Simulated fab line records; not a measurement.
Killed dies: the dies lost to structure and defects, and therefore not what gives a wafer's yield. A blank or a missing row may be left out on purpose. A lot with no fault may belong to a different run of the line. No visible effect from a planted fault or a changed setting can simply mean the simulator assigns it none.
The same fault as seen by 2 desks :: flow nandHarc :: each desk holds nothing but its own numbers, with what lay behind them at the end

== FOR THE TOOL OWNER'S DESK: cvdW-02 ==
The tool's own readings at NHARC_A_WL_FILL_CVD_20 (deposits W, target thk 100 nm, time 74 s): means of the sampled wafers that have a number, for each lot that ran on this tool. The brackets show how far a lot's mean lies from the usual mean; more than 4 standard deviations puts the lot out of limits, marked OUT.
Columns: A = heaterPowerW at NHARC_A_WL_FILL_CVD_20, usual 836 W; B = throttleValvePct at NHARC_A_WL_FILL_CVD_20, usual 7.9 %
lot: L900
first seen here: day 20 16:13
A: 803
B: 7.8

lot: L903
first seen here: day 22 15:26
A: 817
B: 7.5

lot: L906
first seen here: day 24 01:42
A: 820
B: 7.8

lot: L917
first seen here: day 27 20:01
A: 808
B: 7.6

lot: L921
first seen here: day 30 03:21
A: 796
B: 7.9

lot: L922
first seen here: day 30 03:32
A: 802
B: 7.6
This desk's verdict: no lot among the 6 shows anything out of limits.

== METROLOGY DESK ==
Lot by lot, what the gauges showed, no matter which tool ran the lot: averages of those sampled wafers that carry a number. The brackets show how far a lot's mean lies from the usual mean; more than 4 standard deviations puts the lot out of limits, marked OUT.
Columns: A = cdNm at NHARC_THIN_TSV_CD_MEAS_12, usual 999 nm; B = cdNm at NHARC_THIN_TSV_CD_MEAS_16, usual 999 nm
lot: L900
first seen here: day 23 11:38
A: 1001
B: 1000

lot: L902
first seen here: day 24 05:31
A: 1003
B: 1003

lot: L903
first seen here: day 26 06:31
A: 1001
B: 1001

lot: L905
first seen here: day 26 07:52
A: 996
B: 995

lot: L904
first seen here: day 26 09:04
A: 999
B: 999

lot: L906
first seen here: day 26 18:43
A: 997
B: 997

lot: L910
first seen here: day 27 16:56
A: 1001
B: 1001

lot: L917
first seen here: day 30 21:35
A: 1001
B: 1001

lot: L918
first seen here: day 30 23:14
A: 999
B: 1000

lot: L919
first seen here: day 31 09:04
A: 997
B: 997

lot: L920
first seen here: day 31 17:22
A: 997
B: 996

lot: L921
first seen here: day 32 18:23
A: 998
B: 997

lot: L922
first seen here: day 32 19:35
A: 998
B: 998
This desk's verdict: no lot among the 13 shows anything out of limits.

== ALL TOGETHER ==
The desk of the tool owner found nothing out of limits.
At the metrology desk, nothing out of limits was observed.

== WHAT THE SIMULATOR HAD INSERTED ==
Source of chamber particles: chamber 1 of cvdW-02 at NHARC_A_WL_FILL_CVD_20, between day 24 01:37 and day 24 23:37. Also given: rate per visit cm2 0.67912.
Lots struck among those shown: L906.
